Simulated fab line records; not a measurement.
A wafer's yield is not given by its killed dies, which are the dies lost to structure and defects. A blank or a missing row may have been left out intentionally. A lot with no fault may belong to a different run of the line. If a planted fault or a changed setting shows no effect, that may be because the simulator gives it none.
fab line records + flow nand-harc
[record]
- lots = 14
- wafers = 42
- last-day = 24
route steps=1159 shown A_STAIRCASE@701 A_M1@1043 A_BONDPAD@1072 END@1159
lots untouched by any fault: they come from a run of this same line in which no faults occurred
start-h: start of the lot's first displayed wafer, in hours after the record's first day + wait-h: hours from the lot's prior step to this one + " identical to the entry in the row above + L1.1+2: a single row standing in for several wafers + - value missing, or start not given + * or withheld: withheld + < > ~ a bound
route shown NAME@n: names a module that has steps shown in the file, with the first one's number in the route + usual: mean and standard deviation over wafers with no fault + same: alike in all rows + chamber/n: place in a boat + sites: the reading at each site + _std_site: the standard deviation of these + _edge_site: the outer-site mean with the inner-site mean subtracted + radius-mm: for every site, how far away it sits from the centre of the wafer + mask NAME#n: copy n + behind: tool/chamber where the wafer was last shaped + hold: cause of the lot's hold/its duration in hours/its outcome + device: transistor that didn't switch, given as n, p or np + end of line: the route-end tests of the same wafers + where a step has no rows: the recipe by itself + killed: dies that structure and defects cost at the first sort, which is not the same as the wafer's yield + map: a wafer's dies, marking killed ones x, the rest . and places with no die _
set.NAME: the run value of the setting; set.NAME@STEP: its run value at that earlier step + model.NAME: the simulator's own value behind a step, which no gauge read
steps of the route over a sample of lots; a table a step, a row a wafer
services: when a tool's chamber went out of use (start-h, in hours from the record's first day, below 0 if earlier), for how many hours, and the reason
[[steps]]
[step NHARC_A_STAIRCASE_DEP_417]
[recipe]
- target-thk-a = 600
- step-coverage-pct = 20
- temp-c = 400
- target-thk-nm = 60
- flow-sccm = 200
- rf-w = 450
- material = Si3N4
[usual]
- heater-power-w = 702/86
| lot.wafer | tool     | chamber | start-h | wait-h | heater-power-w |
|-----------|----------|---------|---------|--------|----------------|
| L591.1    | pecvd-02 | 1       | 258.45  | -      | 481            |
| L591.3    | "        | 0       | "       | "      | 652            |
| L591.5    | "        | 1       | "       | "      | 500            |
| L592.1    | pecvd-04 | 2       | 276.88  | -      | 615            |
| L592.4    | "        | 1       | "       | "      | 823            |
| L592.6    | "        | 0       | "       | "      | 723            |
| L596.2    | pecvd-04 | 0       | 281.74  | -      | 788            |
| L596.3    | "        | 2       | "       | "      | 706            |
| L596.6    | "        | 0       | "       | "      | 786            |
| L597.1    | pecvd-04 | 2       | 293.09  | -      | 665            |
| L597.3    | "        | 1       | "       | "      | 749            |
| L597.5    | "        | 2       | "       | "      | 664            |
| L600.1    | pecvd-04 | 1       | 323.91  | -      | 738            |
| L600.6    | "        | 2       | "       | "      | 625            |
| L600.5    | "        | 1       | "       | "      | 759            |
| L603.3    | pecvd-01 | 1       | 344.59  | -      | 753            |
| L603.6    | "        | 2       | "       | "      | 632            |
| L603.5    | "        | 0       | "       | "      | 810            |
| L605.1    | pecvd-01 | 0       | 344.95  | -      | 866            |
| L605.5    | "        | 1       | "       | "      | 644            |
| L605.6    | "        | 2       | "       | "      | 733            |
| L604.2    | pecvd-02 | 2       | 350.73  | -      | 698            |
| L604.1    | "        | 0       | "       | "      | 663            |
| L604.6    | "        | 2       | "       | "      | 696            |
| L607.2    | pecvd-01 | 0       | 352.79  | -      | 864            |
| L607.1    | "        | 1       | "       | "      | 649            |
| L607.6    | "        | 0       | "       | "      | 858            |
| L606.2    | pecvd-01 | 1       | 356.48  | -      | 593            |
| L606.6    | "        | 0       | "       | "      | 782            |
| L606.5    | "        | 1       | "       | "      | 601            |
| L612.3    | pecvd-01 | 1       | 385.66  | -      | 698            |
| L612.2    | "        | 2       | "       | "      | 660            |
| L612.5    | "        | 1       | "       | "      | 689            |
| L613.3    | pecvd-02 | 2       | 389.07  | -      | 666            |
| L613.1    | "        | 0       | "       | "      | 588            |
| L613.4    | "        | 2       | "       | "      | 673            |
| L611.1    | pecvd-04 | 1       | 393.53  | 0.2    | 796            |
| L611.4    | "        | 2       | "       | "      | 683            |
| L611.5    | "        | 0       | "       | "      | 740            |
| L614.3    | pecvd-01 | 2       | 398.90  | -      | 705            |
| L614.2    | "        | 0       | "       | "      | 737            |
| L614.6    | "        | 1       | "       | "      | 628            |
[step NHARC_A_M1_STRIP_18]
[recipe]
- power-w = 1000
- n2-flow-sccm = 150
- h2-flow-sccm = 150
- ar-flow-sccm = 0
- bias-w = 0
- chemistry = N2/H2
[usual]
- drypump-motor-current-A = 5.8/0.4
- mfc-ar-sccm = 0.009/0.014
- oes-product-au = 1.001/0.011
- rf-vpp-V = 90.9/1
- showerhead-plenum-p-Torr = 2.08/0.08
- throttle-valve-pct = 14.172/0.0096
| lot.wafer | tool        | chamber | start-h | wait-h | drypump-motor-current-A | mfc-ar-sccm | oes-product-au | rf-hours-counter-h | rf-vpp-V | showerhead-plenum-p-Torr | throttle-valve-pct |
|-----------|-------------|---------|---------|--------|-------------------------|-------------|----------------|--------------------|----------|--------------------------|--------------------|
| L591.3    | rie-diel-06 | 0       | 408.28  | 0.1    | 5.5                     | 0.015       | 0.993          | 10                 | 90.0     | 2.09                     | 14.161             |
| L591.1    | "           | 2       | "       | "      | 5.2                     | 0.017       | 1.003          | 11                 | 89.6     | 2.14                     | 14.181             |
| L591.5    | "           | 0       | "       | "      | 5.5                     | 0.015       | 0.987          | -                  | 90.0     | 2.09                     | 14.169             |
| L592.4    | rie-diel-12 | 3       | 413.16  | 0.1    | 5.4                     | 0           | 1.014          | 1                  | 91.8     | 2.16                     | 14.171             |
| L592.1    | "           | 1       | "       | "      | 6.1                     | 0.041       | 1.001          | 1                  | 89.8     | 1.97                     | 14.180             |
| L592.6    | "           | 3       | "       | "      | 5.4                     | 0           | 1.014          | -                  | 91.2     | 2.16                     | 14.170             |
| L596.2    | rie-diel-01 | 0       | 413.42  | 0.1    | 6.4                     | 0           | 0.989          | 6                  | 91.0     | 2.19                     | 14.183             |
| L596.3    | "           | 3       | "       | "      | 5.8                     | 0.006       | 0.984          | 5                  | 91.4     | 2.03                     | 14.173             |
| L596.6    | "           | 1       | "       | "      | 5.5                     | 0           | 0.993          | -                  | 90.4     | 2.04                     | 14.190             |
| L597.1    | rie-diel-12 | 2       | 423.48  | 0.1    | 5.4                     | 0           | 0.995          | 1                  | 91.0     | 2.04                     | 14.187             |
| L597.3    | "           | 3       | "       | "      | 5.4                     | 0           | 1.021          | 1                  | 91.5     | 2.16                     | 14.187             |
| L597.5    | "           | 3       | "       | "      | 5.4                     | 0           | 1.008          | -                  | 90.4     | 2.16                     | 14.182             |
| L600.1    | rie-diel-01 | 0       | 465.23  | 0.2    | 6.5                     | 0           | 0.996          | 9                  | 91.1     | 2.19                     | 14.173             |
| L600.5    | "           | 1       | "       | "      | 5.5                     | 0           | 0.984          | -                  | 88.1     | 2.04                     | 14.175             |
| L600.6    | "           | 2       | "       | "      | 5.8                     | 0.018       | 1.004          | -                  | 92.7     | 2.03                     | 14.169             |
| L603.3    | rie-diel-01 | 0       | 476.75  | 0.1    | 6.4                     | 0           | 1.012          | 10                 | 92.4     | 2.19                     | 14.189             |
| L603.5    | "           | 0       | "       | "      | 6.4                     | 0           | 1.003          | -                  | 92.1     | 2.19                     | 14.179             |
| L603.6    | "           | 3       | "       | "      | 5.8                     | 0.006       | 0.988          | -                  | 89.3     | 2.03                     | 14.165             |
| L605.1    | rie-diel-12 | 2       | 481.66  | 0.1    | 5.4                     | 0           | 0.997          | 3                  | 90.9     | 2.04                     | 14.179             |
| L605.6    | "           | 1       | "       | "      | 6.1                     | 0.041       | 1.005          | -                  | 91.0     | 1.97                     | 14.164             |
| L605.5    | "           | 2       | "       | "      | 5.4                     | 0           | 0.999          | -                  | 90.0     | 2.04                     | 14.186             |
| L606.2    | rie-diel-12 | 1       | 491.60  | 0.1    | 6.1                     | 0.041       | 1.011          | 3                  | 89.0     | 1.97                     | 14.162             |
| L606.6    | "           | 1       | "       | "      | 6.1                     | 0.041       | 1.013          | -                  | 90.8     | 1.97                     | 14.172             |
| L606.5    | "           | 2       | "       | "      | 5.4                     | 0           | 1.011          | -                  | 89.9     | 2.04                     | 14.174             |
| L604.2    | rie-diel-12 | 0       | 500.81  | 0.1    | 6.4                     | 0           | 1.017          | 3                  | 92.6     | 2.19                     | 14.175             |
| L604.1    | "           | 2       | "       | "      | 5.4                     | 0           | 0.996          | 3                  | 91.4     | 2.04                     | 14.173             |
| L604.6    | "           | 0       | "       | "      | 6.4                     | 0           | 1.018          | -                  | 92.4     | 2.19                     | 14.173             |
| L607.1    | rie-diel-01 | 0       | 501.19  | 0.1    | 6.4                     | 0           | 0.990          | 0                  | 91.6     | 2.19                     | 14.161             |
| L607.2    | "           | 3       | "       | "      | 5.8                     | 0.006       | 0.998          | 0                  | 91.5     | 2.03                     | 14.177             |
| L607.6    | "           | 0       | "       | "      | 6.4                     | 0           | 1.005          | -                  | 91.8     | 2.19                     | 14.180             |
| L612.3    | rie-diel-06 | 1       | 515.89  | 0.1    | 5.6                     | 0.032       | 0.998          | 3                  | 90.6     | 1.99                     | 14.161             |
| L612.2    | "           | 3       | "       | "      | 5.6                     | 0           | 1.009          | 7                  | 90.1     | 2.02                     | 14.180             |
| L612.5    | "           | 1       | "       | "      | 5.6                     | 0.032       | 0.992          | -                  | 90.9     | 1.99                     | 14.187             |
| L613.1    | rie-diel-12 | 0       | 524.81  | 0.1    | 6.4                     | 0           | 1.000          | 3                  | 90.7     | 2.19                     | 14.162             |
| L613.3    | "           | 1       | "       | "      | 6.1                     | 0.041       | 0.999          | 4                  | 89.4     | 1.97                     | 14.160             |
| L613.4    | "           | 2       | "       | "      | 5.4                     | 0           | 0.998          | 4                  | 91.0     | 2.04                     | 14.173             |
| L611.1    | rie-diel-12 | 3       | 530.29  | 0.1    | 5.4                     | 0           | 1.001          | 4                  | 89.9     | 2.16                     | 14.188             |
| L611.4    | "           | 1       | "       | "      | 6.1                     | 0.041       | 1.004          | 4                  | 89.3     | 1.97                     | 14.168             |
| L611.5    | "           | 2       | "       | "      | 5.4                     | 0           | 1.009          | -                  | 92.7     | 2.04                     | 14.164             |
| L614.2    | rie-diel-01 | 0       | 533.60  | 0.1    | 6.4                     | 0           | 0.990          | 3                  | 91.8     | 2.19                     | 14.174             |
| L614.3    | "           | 1       | "       | "      | 5.6                     | 0           | 0.995          | 2                  | 89.9     | 2.04                     | 14.158             |
| L614.6    | "           | 1       | "       | "      | 5.5                     | 0           | 0.996          | -                  | 90.8     | 2.04                     | 14.181             |
[step NHARC_A_BONDPAD_CD_MEAS_09]
[recipe]
- target-cd-nm = 500
- landing-energy-ev = 500
[usual]
- cd-nm = 499.3/2.9
| lot.wafer | tool      | chamber | start-h | wait-h | cd-nm |
|-----------|-----------|---------|---------|--------|-------|
| L591.1    | cd-sem-02 | 0       | 412.52  | -      | 500.1 |
| L591.3    | "         | 0       | "       | "      | 503.6 |
| L591.5    | "         | 0       | "       | "      | 500.8 |
| L592.1    | cd-sem-02 | 0       | 418.08  | -      | 498.2 |
| L592.4    | "         | 0       | "       | "      | 497.4 |
| L592.6    | "         | 0       | "       | "      | 497.2 |
| L596.2    | cd-sem-03 | 0       | 418.24  | -      | 500.4 |
| L596.3    | "         | 0       | "       | "      | 497.3 |
| L596.6    | "         | 0       | "       | "      | 499.3 |
| L597.1    | cd-sem-03 | 0       | 427.87  | -      | 498.5 |
| L597.3    | "         | 0       | "       | "      | 504.4 |
| L597.5    | "         | 0       | "       | "      | 500.1 |
| L600.1    | cd-sem-03 | 0       | 469.88  | -      | 499.5 |
| L600.5    | "         | 0       | "       | "      | 500.6 |
| L600.6    | "         | 0       | "       | "      | 499.5 |
| L603.3    | cd-sem-03 | 0       | 481.01  | -      | 498.0 |
| L603.5    | "         | 0       | "       | "      | 494.1 |
| L603.6    | "         | 0       | "       | "      | 493.0 |
| L605.1    | cd-sem-02 | 0       | 485.75  | -      | 497.2 |
| L605.5    | "         | 0       | "       | "      | 501.5 |
| L605.6    | "         | 0       | "       | "      | 501.1 |
| L606.2    | cd-sem-01 | 0       | 496.00  | -      | 495.9 |
| L606.5    | "         | 0       | "       | "      | 491.9 |
| L606.6    | "         | 0       | "       | "      | 495.2 |
| L604.1    | cd-sem-01 | 0       | 504.98  | -      | 502.6 |
| L604.2    | "         | 0       | "       | "      | 498.5 |
| L604.6    | "         | 0       | "       | "      | 499.5 |
| L607.1    | cd-sem-02 | 0       | 505.48  | -      | 502.9 |
| L607.2    | "         | 0       | "       | "      | 498.9 |
| L607.6    | "         | 0       | "       | "      | 500.5 |
| L612.2    | cd-sem-02 | 0       | 520.08  | -      | 501.1 |
| L612.3    | "         | 0       | "       | "      | 502.3 |
| L612.5    | "         | 0       | "       | "      | 500.6 |
| L613.1    | cd-sem-03 | 0       | 529.90  | -      | 494.6 |
| L613.3    | "         | 0       | "       | "      | 490.3 |
| L613.4    | "         | 0       | "       | "      | 494.2 |
| L611.1    | cd-sem-02 | 0       | 534.40  | -      | 497.4 |
| L611.4    | "         | 0       | "       | "      | 499.8 |
| L611.5    | "         | 0       | "       | "      | 498.4 |
| L614.2    | cd-sem-01 | 0       | 537.64  | -      | 499.0 |
| L614.3    | "         | 0       | "       | "      | 497.7 |
| L614.6    | "         | 0       | "       | "      | 502.1 |
[step NHARC_END_SORT_01]
[recipe]
- temp-c = 25
[usual]
- killed-at-array = 29/11
- killed-at-other = 0.5/0.89
- killed-at-periphery = 3.3/2
- killed-dies = 32/11
- killed-open = 3.1/1.9
- killed-short = 2.3/1.6
[same]
- gross-dies = 677
| lot.wafer | tool      | chamber | start-h | wait-h | killed-at-array | killed-at-other | killed-at-periphery | killed-dies | killed-open | killed-short |
|-----------|-----------|---------|---------|--------|-----------------|-----------------|---------------------|-------------|-------------|--------------|
| L597.1    | prober-02 | 0       | 460.93  | 2.5    | 119             | 1               | 7                   | 127         | 2           | 3            |
| L597.3    | prober-02 | 0       | 462.50  | 3.1    | 12              | 0               | 4                   | 16          | 3           | 1            |
| L597.5    | prober-02 | 0       | 464.08  | 3.7    | 108             | 1               | 3                   | 112         | 2           | 2            |
| L600.1    | prober-01 | 0       | 501.60  | 2.5    | 13              | 1               | 7                   | 21          | 3           | 2            |
| L600.5    | prober-01 | 0       | 504.79  | 3.7    | 16              | 2               | 5                   | 23          | 8           | 3            |
| L600.6    | prober-01 | 0       | 505.59  | 4.0    | 110             | 0               | 2                   | 112         | 3           | 4            |
// killed by level:class
L597.1 A_STAIRCASE:unspecified=106 P_BONDPAD:chamber-film-flake=3 A_CHANNEL_HOLE_D1:chamber-film-flake=3 A_STAIRCASE:chamber-film-flake=3 A_ZERO_WELL:chamber-film-flake=2 P_GATE:geometric-particle:short=1 P_M0:geometric-particle:short=1 A_CHANNEL_FILL_D1:geometric-particle:open=1
L597.3 A_CHANNEL_HOLE_D1:chamber-film-flake=5 P_ZERO_WELL:chamber-film-flake=3 A_STAIRCASE:chamber-film-flake=2 A_CHANNEL_HOLE_D1:geometric-particle:open=1 A_CHANNEL_FILL_D1:geometric-particle:open=1 A_CHANNEL_FILL_D1:geometric-particle:short=1 A_M0:geometric-particle:open=1 P_BONDPAD:chamber-film-flake=1
L597.5 A_STAIRCASE:unspecified=99 A_CHANNEL_HOLE_D1:chamber-film-flake=4 P_GATE:geometric-particle:short=1 A_WL_FILL:geometric-particle:short=1 A_M1:geometric-particle:open=1 STARTING-WAFER:geometric-particle:open=1 P_STI:chamber-film-flake=1 P_M1:chamber-film-flake=1
L600.1 A_CONTACT:chamber-film-flake=5 P_M2:chamber-film-flake=4 A_BLC:geometric-particle:open=2 P_STI:chamber-film-flake=2 A_STAIRCASE:chamber-film-flake=2 A_WL_FILL:geometric-particle:open=1 A_CONTACT:geometric-particle:short=1 A_M1:geometric-particle:short=1
L600.5 A_CHANNEL_HOLE_D1:chamber-film-flake=3 A_CONTACT:chamber-film-flake=3 A_WL_FILL:geometric-particle:short=2 P_CONTACT:chamber-film-flake=2 P_M2:chamber-film-flake=2 THIN_TSV:chamber-film-flake=2 P_M0:geometric-particle:open=1 A_ONON_D1:geometric-particle:open=1
L600.6 A_STAIRCASE:unspecified=96 A_CHANNEL_HOLE_D1:chamber-film-flake=3 A_CONTACT:chamber-film-flake=2 P_M2:chamber-film-flake=2 A_ONON_D1:geometric-particle:short=1 A_CHANNEL_FILL_D1:geometric-particle:open=1 A_WL_FILL:geometric-particle:short=1 A_CONTACT:geometric-particle:open=1
[[services]]
| tool        | chamber | start-h | hours | kind   |
|-------------|---------|---------|-------|--------|
| pecvd-01    | -       | 237.23  | 13.0  | pm     |
| pecvd-02    | -       | 296.58  | 1.4   | repair |
| pecvd-02    | -       | 313.66  | 1.3   | repair |
| rie-diel-01 | -       | 315.09  | 9.0   | pm     |
| pecvd-02    | -       | 315.94  | 1.2   | repair |
| rie-diel-12 | 2       | 337.18  | 16.6  | repair |
| pecvd-01    | -       | 355.14  | 1.0   | repair |
| pecvd-04    | -       | 376.27  | 13.0  | pm     |
| rie-diel-12 | -       | 379.42  | 9.0   | pm     |
| rie-diel-01 | 0       | 387.48  | 9.9   | repair |
| rie-diel-01 | 3       | 391.89  | 6.2   | repair |
| pecvd-01    | 0       | 414.26  | 6.1   | repair |
| pecvd-01    | -       | 418.23  | 13.0  | pm     |
| rie-diel-01 | 3       | 420.79  | 7.2   | repair |
| rie-diel-01 | 0       | 434.18  | 5.9   | repair |
| rie-diel-01 | 3       | 441.00  | 5.0   | repair |
| rie-diel-12 | -       | 463.42  | 4.1   | repair |
| pecvd-04    | 0       | 466.14  | 5.1   | repair |
| rie-diel-01 | 2       | 474.21  | 13.6  | repair |
| rie-diel-01 | 1       | 478.95  | 22.6  | repair |
| pecvd-01    | 1       | 478.96  | 6.3   | repair |
| rie-diel-01 | -       | 492.09  | 9.0   | pm     |
| pecvd-01    | -       | 526.40  | 1.6   | repair |
| rie-diel-01 | -       | 532.04  | 0.5   | repair |
[[key]]
[first-sign]
- step = NHARC_END_SORT_01
- reading = killed-dies
- direction = up
- sigmas = 7.6
- usual = 32
- struck = 117
[effect]
- step = NHARC_END_SORT_01
- reading = killed-at-array
- direction = up
- sigmas = 7.6
- usual = 29
- struck = 112
[more-kills-born-at]
- NHARC_A_STAIRCASE_DEP_417@pecvd-04 = 301
met-at NHARC_A_STAIRCASE_DEP_417
struck-lots L597,L600
struck-wafers L597.1,L597.5,L600.6
tester-left-out L597,L600
not-acting-at NHARC_A_M1_STRIP_18,NHARC_A_BONDPAD_CD_MEAS_09
onset-between 281.74 293.09
[fault]
- kind = chamber-particle-source
- tool = pecvd-04
- chamber = 2
- onset-h = 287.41
- steps = NHARC_A_STAIRCASE_DEP_417
- rate-per-visit-cm2 = 1.4927
- end-h = 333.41
// tester-left-out: of these lots the tester's yield and bins aren't shown, on N5 and GAA mostly nor the transistor test; their killed dies are dies lost to structure and defects alone, not to doping, threshold or leakage, so they don't give the yield
